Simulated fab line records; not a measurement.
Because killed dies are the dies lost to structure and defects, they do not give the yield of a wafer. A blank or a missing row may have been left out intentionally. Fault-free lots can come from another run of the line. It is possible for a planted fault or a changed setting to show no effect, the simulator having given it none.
Comparing a struck lot with a sound one -- flow n5-finfet -- 45 steps out of a route of 1938
Sound: wafers L257.1, L257.3, L257.4. Struck: wafer L259.5 (left out: L259.2, a lot-mate that was not struck); the cause follows at the end.
Per side, at each step with rows, come the tool, then ch with its chambers, and then its first start. Under that, the readings that differ: sound wafers -- struck wafers -- difference of the means -- sigmas: that difference in standard deviations of wafers without a fault.
alike: words and numbers the same on both sides, and readings whose means are apart by under 2 such deviations; not compared: readings that were withheld, readings missing a value for some wafer, numbers with overlapping values and no deviation given by the record, and bounds like >300 which may hide the same value.
Wherever a step has rows on one side only, a row that says differs or no value, or a row with sigmas, the two part there. Numbers that have no deviation but don't overlap get no sigmas and don't part them. A reading missing from all wafers of one side parts the sides only when that side holds two or more wafers.

first, 11 steps without rows for these wafers: N5_BEOL_M2_DESCUM_33 (chemistry O2, time 7 s); N5_BEOL_M2_ETCH_77 (etches underlayer in N2/H2, target depth 6.5 nm, time 5.2 s); N5_BEOL_M2_ETCH_69 (etches SiARC in CF4, target depth 15.6 nm, time 26 s); N5_BEOL_M2_ALD_98 (deposits SiO2, target thk 2.5 nm, pulse time 1 s, co reactant pulse time 1 s); N5_BEOL_M2_ETCHBACK_99 (etches SiO2 in CHF3, target depth 5 nm, time 10.4 s); N5_BEOL_M2_ETCH_70 (etches SOC in N2/H2, target depth 80 nm, overetch 24 nm, time 130 s); N5_BEOL_M2_STRIP_71 (strips in N2/H2); N5_BEOL_M2_STRIP_78 (strips in N2/H2); N5_BEOL_M2_VIA_ETCH_34 (etches the open film in C4F6/O2, target depth 69.4 nm, time 65.9 s); N5_BEOL_M2_STRIP_83 (strips in C4F6/O2); N5_BEOL_M2_STRIP_36 (strips in N2/H2).
N5_BEOL_M2_TRENCH_ETCH_37: etches SiOC in C4F6/O2, target depth 55.555 nm, time 29.2 s.
  sound on rie-diel-03 ch 0,1,3, day 9 00:47; struck on rie-diel-03 ch 0, day 10 09:25
reading,sound,struck,difference,sigmas
C4F6_flow_sccm (sccm),10.00 10.00 9.98,10.06,+0.07,+2
drypump-motor-current-A (A),5.9 5.1 6.3,5.0,-0.8,-2
run-length-s (s),52.0 52.3 53.6,41.9,-10.7,-19
model.etch.depth-nm (nm),55.72 56.51 56.38,36.84,-19.36,
model.BEOL_M2.feature-depth-nm (nm),55.8 56.6 56.4,36.8,-19.5,
model.TiN_of_BEOL_M2_HM_DEP_02.thk-nm (nm),17.6 17.4 17.4,18.6,+1.1,
  alike: chamber-pressure-mTorr, oes-product-au, rf-vpp-V, showerhead-plenum-p-Torr, throttle-valve-pct
  not compared: rf-fwd-power-W, rf-hours-counter-h
then, 2 steps without rows for these wafers: N5_BEOL_M2_ETCH_41 (etches SiCN in CH3F/O2, target depth 29.9 nm, time 52.5 s); N5_BEOL_M2_STRIP_97 (strips in N2/H2, time 10 s).
N5_BEOL_M2_OCD_MEAS_38:
  sound: ocd-02 at day 9 00:57; struck: ocd-01 at day 10 09:35
reading,sound,struck,difference,sigmas
trench-depth-nm (nm),56.0 56.7 56.4,36.3,-20.1,-23
then, 25 steps without rows for these wafers: N5_BEOL_M2_HM_STRIP_39 (strips TiN in peroxide tin strip, target depth 25 nm, time 158 s); N5_BEOL_M2_SRD_40 (time 30 s); N5_BEOL_M2_PRECLEAN_42 (cleans in residue remover, time 60 s); N5_BEOL_M2_SRD_43 (time 30 s); N5_BEOL_M2_DEGAS_44 (time 60 s); N5_BEOL_M2_PRE_CLEAN_45 (time 30 s); N5_BEOL_M2_ALD_84 (deposits TaN, pulse time 2 s, purge time 3 s, co reactant purge time 2 s); N5_BEOL_M2_SURFACE_TREAT_85; N5_BEOL_M2_CVD_47 (deposits Co from CCTBA/H2, target thk 3 nm, time 223.8 s); N5_BEOL_M2_SPUTTER_48 (material Cu, target thk 4.5 nm, time 8.29 s); N5_BEOL_M2_ANNEAL_49 (time 240 s); N5_BEOL_M2_SPUTTER_79 (material Cu, target thk 4.5 nm, time 8.29 s); N5_BEOL_M2_ANNEAL_80 (time 240 s); N5_BEOL_M2_SPUTTER_81 (material Cu, target thk 4.5 nm, time 8.29 s); N5_BEOL_M2_ANNEAL_82 (time 240 s); N5_BEOL_M2_SPUTTER_86 (material Cu, target thk 4.5 nm, time 8.29 s); N5_BEOL_M2_ANNEAL_87 (time 240 s); N5_BEOL_M2_SPUTTER_88 (material Cu, target thk 4.5 nm, time 8.29 s); N5_BEOL_M2_ANNEAL_89 (time 240 s); N5_BEOL_M2_SPUTTER_90 (material Cu, target thk 4.5 nm, time 8.29 s); N5_BEOL_M2_ANNEAL_91 (time 240 s); N5_BEOL_M2_SPUTTER_92 (material Cu, target thk 4.5 nm, time 8.29 s); N5_BEOL_M2_ANNEAL_93 (time 240 s); N5_BEOL_M2_SPUTTER_94 (material Cu, target thk 4.5 nm, time 8.29 s); N5_BEOL_M2_ANNEAL_95 (time 240 s).
N5_BEOL_M2_CMP_52: polishes, stops on SiOC, t overpolish 6.8 s, target thk 40 nm.
  sound on cmp-01 ch 0,2,3, day 9 05:10; struck on cmp-04 ch 3, day 10 13:40
reading,sound,struck,difference,sigmas
model.Cu_of_BEOL_M2_ECD_50.thk-nm (nm),40.8 41.6 41.4,20.4,-20.9,
  alike: barrier-field-endpoint-s, motor-current-A, overpolish-run-s, time-to-endpoint-s
N5_BEOL_M2_THK_MEAS_53: measures by xrf.
  sound: film-metro-01 at day 9 05:28; struck: film-metro-02 at day 10 13:55
reading,sound,struck,difference,sigmas
M2_THK (nm),40.8 41.7 41.3,20.5,-20.8,-15
N5_BEOL_M2_RS_MEAS_58: the measuring method here is four-point-probe.
  sound: film-metro-01 at day 9 05:44; struck: film-metro-01 at day 10 14:11
reading,sound,struck,difference,sigmas
M2_RS (ohm/sq),0.65 0.64 0.64,1.66,+1.02,+32
N5_BEOL_M4_RC_MEAS_101:
  sound on prober-02 ch 0, day 10 18:38; struck on prober-01 ch 0, day 11 17:55
reading,sound,struck,difference,sigmas
CHAIN_V1 (ohm/link),236 239 227,257,+23,+3
CHAIN_V1_max_site (ohm/link),249 248 237,263,+18,+2
IOFF_N (nA/um),0.206 0.191 0.196,0.145,-0.053,-2
ION_N (uA/um),683 694 684,666,-21,-2
SERP_M2 (ohm/um),204 198 179,444,+250,+18
SERP_M2_max_site (ohm/um),221 208 193,458,+251,+18
VT_N (mV),246.6 244.8 244.2,254.2,+9.0,+3
  alike: DIBL_N, DIBL_P, IOFF_P, ION_P, SS_N, SS_P, VT_P
-- a jump in the record: the struck wafers' starts before and after are 5 days apart (it breaks off in module BEOL_M4 and resumes in module PASSIVATION, where the first step shown is number 1936 of the route) --
N5_PASSIVATION_PROBE_49:
  sound: prober-01 at day 15 10:10; struck: prober-01 at day 16 07:14
reading,sound,struck,difference,sigmas
defect-limited-yield (%),90.0 90.3 91.5,76.0,-14.6,-10
killed_at_M0_to_M3,32 25 16,211,+187,+19
killed-dies,118 115 100,283,+172,+10
killed-on-rim,7 15 12,41,+30,+7
sort_bin_8_speed (%),0 0 0,16.36,+16.36,
sort-n-pass,1062 1065 1080,897,-172,-10
  alike: killed_at_M4_up, killed-at-contacts, killed-at-front-end, killed-at-other, killed-open, killed-short, sort_bin_5_function, sort_bin_6_memory

== WHERE THEY PART ==
First at N5_BEOL_M2_TRENCH_ETCH_37; last, within this record, at N5_PASSIVATION_PROBE_49.

WHY: the cause the simulator had injected
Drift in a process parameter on rie-diel-03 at N5_BEOL_M2_TRENCH_ETCH_37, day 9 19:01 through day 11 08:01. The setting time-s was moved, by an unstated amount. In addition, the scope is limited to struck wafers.
